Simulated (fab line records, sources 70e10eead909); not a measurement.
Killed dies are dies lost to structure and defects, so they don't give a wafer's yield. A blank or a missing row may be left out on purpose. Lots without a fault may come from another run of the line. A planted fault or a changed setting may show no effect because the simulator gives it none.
Which tool did it? | flow nand_harc | 12 lots, 36 wafers sampled, at 2 steps of a route of 1159

WHAT THE GAUGES READ, wafer by wafer
NHARC_P_BONDPAD_THK_MEAS_33: measures by ellipsometry.
lot  | measured     | on            | thk_nm (nm)
L077 | day 7 00:21  | film_metro-02 | 203.0 201.4 200.5
L075 | day 7 07:25  | film_metro-01 | 199.9 202.2 203.7
L079 | day 7 14:14  | film_metro-02 | 201.6 203.0 200.2
L082 | day 8 01:50  | film_metro-02 | 200.8 199.4 200.2
L084 | day 8 13:32  | film_metro-02 | 202.1 202.4 201.3
L086 | day 9 18:06  | film_metro-02 | 201.1 199.5 198.3
L085 | day 9 19:21  | film_metro-02 | 202.0 200.5 200.8
L088 | day 10 01:38 | film_metro-01 | 202.6 198.9 202.8
L092 | day 10 14:59 | film_metro-02 | 200.3 198.8 197.7
L093 | day 11 06:23 | film_metro-01 | 199.4 201.3 201.5
L095 | day 11 15:23 | film_metro-02 | 200.6 200.3 201.5
L097 | day 12 00:32 | film_metro-01 | 200.0 201.3 199.2

WHICH TOOL RAN EACH LOT (tool, then ch and the chambers of the sampled wafers, then the start)
lot  | NHARC_P_M2_DEGAS_29
L077 | pvd_sputter-03, day 6 21:31
L075 | pvd_sputter-01, day 7 03:50
L079 | pvd_sputter-01, day 7 11:28
L082 | pvd_sputter-03, day 7 22:53
L084 | pvd_sputter-02, day 8 10:46
L086 | pvd_sputter-03, day 9 15:10
L085 | pvd_sputter-01, day 9 16:25
L088 | pvd_sputter-02, day 9 22:43
L092 | pvd_sputter-03, day 10 12:11
L093 | pvd_sputter-03, day 11 02:49
L095 | pvd_sputter-03, day 11 11:16
L097 | pvd_sputter-03, day 11 21:23
- NHARC_P_M2_DEGAS_29: time 60 s.

THE ANSWER, worked out from the rows above alone
Rule: what is usual is taken from the lots themselves. Put in order of their means at a reading, lots are off if they are a third of the lots or fewer, leave a main group of 4 or more, and stand apart from it by a gap of 3 or more times the standard deviation of the main group's means; of several such gaps the widest counts. A main group whose means are all the same, to the digits that the tables above print for the reading, isn't used. A lot without any number at a reading at which 4 lots or more have one is off too. The other lots that the step has rows for count as sound.
No lot is off at any reading shown: from this, nothing can be told.

WHAT THE SIMULATOR HAD PUT IN
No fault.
